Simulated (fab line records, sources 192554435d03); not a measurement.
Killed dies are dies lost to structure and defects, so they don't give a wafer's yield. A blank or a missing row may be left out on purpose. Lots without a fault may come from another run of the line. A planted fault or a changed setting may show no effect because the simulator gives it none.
Chamber matching | flow n5_finfet | N5_BEOL_M3_DESCUM_16 on rie_diel-03: 4 sister chambers
The step chemistry O2, time 7 s. 8 wafers are shown with their chamber, then 7 later ones without.

WAFERS WITH THEIR CHAMBER
wafer  | chamber | drypump_motor_current_A (A) | throttle_valve_pct (%)
L076.5 | 3       | 4.9                         | 20.71
L079.1 | 1       | 6.5                         | 20.67
L079.4 | 2       | 5.4                         | 20.78
L080.1 | 2       | 5.4                         | 20.80
L080.3 | 1       | 6.4                         | 20.68
L080.6 | 0       | 6.0                         | 20.39
L090.1 | 3       | 4.9                         | 20.75
L090.3 | 0       | 6.0                         | 20.41

WAFERS WITHOUT THEIR CHAMBER
wafer  | drypump_motor_current_A (A) | throttle_valve_pct (%)
L090.5 | 4.9                         | 20.76
L093.3 | 6.0                         | 20.41
L093.4 | 6.5                         | 20.70
L093.6 | 6.5                         | 20.69
L094.4 | 6.5                         | 20.71
L094.5 | 6.4                         | 20.71
L094.6 | 6.0                         | 20.43

WHICH CHAMBER EACH WENT THROUGH
wafer  | from the rows above | in truth
L090.5 | 3                   | 3
L093.3 | 0                   | 0
L093.4 | 1                   | 1
L093.6 | 1                   | 1
L094.4 | 1                   | 1
L094.5 | 1                   | 1
L094.6 | 0                   | 0
Placed correctly: 7 of 7. Can't be placed from these rows: 0. Placed wrongly: 0.
How it was worked out, from the rows above alone: a wafer's distance from a chamber is the root of the sum, over the readings, of the square of ((its reading less the chamber's mean) divided by the reading's scatter). The wafer belongs to the nearest chamber; if the next one is less than 2 further off, it can't be placed. A chamber's mean is the mean of its shown wafers. The scatter: the root of (the sum of the squares of (reading less its chamber's mean) over the shown wafers, divided by (wafers less chambers)).
